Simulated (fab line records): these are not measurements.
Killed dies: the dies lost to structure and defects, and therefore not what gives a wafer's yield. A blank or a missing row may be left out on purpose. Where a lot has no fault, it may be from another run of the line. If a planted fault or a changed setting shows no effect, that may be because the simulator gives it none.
Which tool did it? | flow nand harc | Sampling: 12 lots, 36 wafers, 6 of 1302 route steps

WHAT EACH GAUGE READ, for each wafer
NHARC_P_M1_OVL_MEAS_10: pitch 260 nm.
lot  | measured     | on         | overlay x nm (nm) | overlay y nm (nm)
L718 | day 6 05:16  | overlay-02 | -0.9 -0.6 -0.6    | 1.0 0.8 0.7
L720 | day 6 21:28  | overlay-01 | -0.1 0.2 0.1      | -0.4 -0.2 0.0
L721 | day 7 13:34  | overlay-02 | -0.2 -0.5 0.3     | 0.6 1.0 0.7
L722 | day 7 18:31  | overlay-01 | 0.1 -0.1 -0.2     | -0.1 0.9 0.6
L723 | day 8 05:23  | overlay-02 | 1.2 0.9 0.4       | 0.8 0.1 0.8
L724 | day 8 16:56  | overlay-01 | 0.2 1.0 1.0       | -0.3 -0.3 0.0
L725 | day 9 01:31  | overlay-01 | 1.8 1.5 1.0       | 0.1 0.7 0.4
L726 | day 9 13:59  | overlay-01 | -0.1 0.7 0.4      | 0.5 1.0 0.3
L727 | day 9 18:50  | overlay-01 | -0.5 -0.8 -0.7    | 0.0 0.1 0.8
L728 | day 10 09:41 | overlay-02 | -1.6 -1.1 -1.3    | 0.6 0.4 0.6
L730 | day 11 04:53 | overlay-02 | -0.7 -0.2 -0.3    | 0.0 0.5 0.5
L741 | day 15 16:56 | overlay-01 | 1.0               | 0.0

NHARC_END_SORT_01.
lot  | measured     | on        | defect limited yield (%) | killed at array | killed at other | killed at periphery | killed dies | killed open | killed short
L728 | day 28 11:41 | prober-02 | 96 96                    | 22 22           | 0 0             | 4 4                 | 26 26       | 6 6         | 2 1
L741 | day 33 23:48 | prober-02 | 94 2 3                   | 34 33 39        | 4 1 0           | 5 630 619           | 43 664 658  | 2 3 3       | 2 1 2

TOOL THAT RAN EACH LOT (tool first, then ch and the chambers of the sampled wafers, then the start)
lot  | NHARC_P_CONTACT_PVD_32                  | NHARC_P_M0_ETCH_34                 | NHARC_P_M0_ECD_22              | NHARC_P_M0_CMP_23
L718 | pvd sputter-01, day 6 01:22 or earlier  | rie diel-02 ch 0,2,3, day 6 01:22  | ecd cu-01 ch 0,1, day 6 02:35  | cmp-01 ch 0,1,2, day 6 03:20
L720 | pvd sputter-01, day 6 17:38 or earlier  | rie diel-02 ch 1,2,3, day 6 17:38  | ecd cu-02 ch 0,1, day 6 18:55  | cmp-01 ch 0,2, day 6 19:34
L721 | pvd sputter-02, day 7 09:40 or earlier  | rie diel-13 ch 0,1,2, day 7 09:40  | ecd cu-02 ch 0,1, day 7 10:53  | cmp-01 ch 1,2,3, day 7 11:37
L722 | pvd sputter-02, day 7 14:43 or earlier  | rie diel-03 ch 0,1, day 7 14:43    | ecd cu-02 ch 0,1, day 7 16:00  | cmp-02 ch 1,2, day 7 16:40
L723 | pvd sputter-01, day 8 01:23 or earlier  | rie diel-02 ch 0,1,3, day 8 01:23  | ecd cu-02 ch 0,1, day 8 02:46  | cmp-01 ch 0,1,3, day 8 03:26
L724 | pvd sputter-01, day 8 13:11 or earlier  | rie diel-03 ch 0,3, day 8 13:11    | ecd cu-01 ch 0,1, day 8 14:26  | cmp-01 ch 1,2, day 8 15:07
L725 | pvd sputter-03, day 8 21:32 or earlier  | rie diel-02 ch 0,1,2, day 8 21:32  | ecd cu-02 ch 0,1, day 8 22:44  | cmp-01 ch 2,3, day 8 23:28
L726 | pvd sputter-01, day 9 10:03 or earlier  | rie diel-13 ch 0,3, day 9 10:03    | ecd cu-01 ch 0,1, day 9 11:15  | cmp-02 ch 0,2,3, day 9 12:02
L727 | pvd sputter-03, day 9 15:02 or earlier  | rie diel-03 ch 0,2, day 9 15:02    | ecd cu-01 ch 0,1, day 9 16:16  | cmp-02 ch 0,3, day 9 16:56
L728 | pvd sputter-02, day 10 05:38 or earlier | rie diel-03 ch 0,1,3, day 10 05:38 | ecd cu-02 ch 0,1, day 10 06:49 | cmp-01 ch 0,1,3, day 10 07:38
L730 | pvd sputter-02, day 11 01:01 or earlier | rie diel-02 ch 1,3, day 11 01:01   | ecd cu-02 ch 1, day 11 02:16   | cmp-01 ch 0,1,2, day 11 02:55
L741 | pvd sputter-01, day 15 13:12 or earlier | rie diel-02 ch 1,2,3, day 15 13:12 | ecd cu-02 ch 0,1, day 15 14:27 | cmp-02 ch 0,1,2, day 15 15:07
- NHARC_P_CONTACT_PVD_32: deposits Ti, target thk 5 nm, time 17.7 s.
- NHARC_P_M0_ETCH_34: etches the open film in N2/H2, target depth 40 nm, overetch 12 nm, time 43.94 s.
- NHARC_P_M0_ECD_22: material Cu, target thk 400 nm.
- NHARC_P_M0_CMP_23: polishes, t overpolish 20 s, target thk 117.54 nm.

WHAT THE TOOLS THEMSELVES READ (means of the sampled wafers that have a number; where no wafer has one, the mark that the record gives instead)
NHARC_P_CONTACT_PVD_32.
lot  | tool           | throttle valve pct (%)
L718 | pvd sputter-01 | 29.3
L720 | pvd sputter-01 | 29.2
L721 | pvd sputter-02 | 30.5
L722 | pvd sputter-02 | 30.3
L723 | pvd sputter-01 | 29.5
L724 | pvd sputter-01 | 29.2
L725 | pvd sputter-03 | 29.7
L726 | pvd sputter-01 | 29.2
L727 | pvd sputter-03 | 30.5
L728 | pvd sputter-02 | 30.4
L730 | pvd sputter-02 | 30.4
L741 | pvd sputter-01 | 29.7

NHARC_P_M0_ETCH_34.
lot  | tool        | drypump motor current A (A) | oes product au (a.u.) | rf vpp V (V) | showerhead plenum p Torr (Torr) | throttle valve pct (%)
L718 | rie diel-02 | 5.7                         | 0.994                 | 431.4        | 2.09                            | 14.177
L720 | rie diel-02 | 5.6                         | 1.007                 | 430.4        | 2.06                            | 14.170
L721 | rie diel-13 | 6.4                         | 0.999                 | 430.6        | 2.02                            | 14.173
L722 | rie diel-03 | 6.2                         | 1.002                 | 428.8        | 1.98                            | 14.165
L723 | rie diel-02 | 5.4                         | 0.997                 | 433.2        | 2.11                            | 14.175
L724 | rie diel-03 | 6.1                         | 1.020                 | 431.2        | 2.07                            | 14.169
L725 | rie diel-02 | 5.5                         | 0.997                 | 430.5        | 2.04                            | 14.170
L726 | rie diel-13 | 5.8                         | 1.010                 | 428.9        | 1.99                            | 14.174
L727 | rie diel-03 | 6.1                         | 1.011                 | 428.8        | 1.98                            | 14.162
L728 | rie diel-03 | 6.1                         | 1.007                 | 430.1        | 2.03                            | 14.166
L730 | rie diel-02 | 5.3                         | 1.007                 | 431.4        | 2.09                            | 14.167
L741 | rie diel-02 | 5.5                         | 0.991                 | 431.6        | 2.05                            | 14.179

NHARC_P_M0_CMP_23.
lot  | tool   | motor current A (A) | time to endpoint s (s)
L718 | cmp-01 | 11.7                | 32
L720 | cmp-01 | 12.9                | 29
L721 | cmp-01 | 11.1                | 32
L722 | cmp-02 | 13.1                | 25
L723 | cmp-01 | 12.0                | 31
L724 | cmp-01 | 11.4                | 33
L725 | cmp-01 | 12.0                | 33
L726 | cmp-02 | 11.9                | 28
L727 | cmp-02 | 12.1                | 29
L728 | cmp-01 | 12.2                | 33
L730 | cmp-01 | 11.8                | 30
L741 | cmp-02 | 12.5                | 17

THE ANSWER, worked out from the rows above alone
Rule: usual is defined by the lots themselves. Put in order of their means at a reading, lots are off if they are a third of the lots or fewer, leave a main group of 4 or more, and stand apart from it by a gap of 3 or more times the standard deviation of the main group's means; of several such gaps the widest counts. Not used: any main group whose means are identical at the precision the tables above print for the reading. A lot without any number at a reading at which 4 lots or more have one is off too. The other lots that the step has rows for count as sound. First the gauges in route order, then the tools' own readings, where a lot's mean is used as printed above. The first step at which some lot is off is used, and at that step the reading that is off furthest; a lot without a number counts as furthest.
Off: L741 (NHARC_P_M0_CMP_23, time to endpoint s). The main group: mean 30 s, standard deviation 2.4.
If a tool, at that step or one of the process steps before it, ran each lot that is off and ran no sound lot following the first of them, it fits. NHARC_P_CONTACT_PVD_32: start missing for some lots; hours and lot order therefore follow NHARC_P_M0_ETCH_34. Can't be told from this: 4 tools fit, pvd sputter-01 at NHARC_P_CONTACT_PVD_32, rie diel-02 at NHARC_P_M0_ETCH_34, ecd cu-02 at NHARC_P_M0_ECD_22, cmp-02 at NHARC_P_M0_CMP_23.

WHAT THE SIMULATOR HAD PUT IN
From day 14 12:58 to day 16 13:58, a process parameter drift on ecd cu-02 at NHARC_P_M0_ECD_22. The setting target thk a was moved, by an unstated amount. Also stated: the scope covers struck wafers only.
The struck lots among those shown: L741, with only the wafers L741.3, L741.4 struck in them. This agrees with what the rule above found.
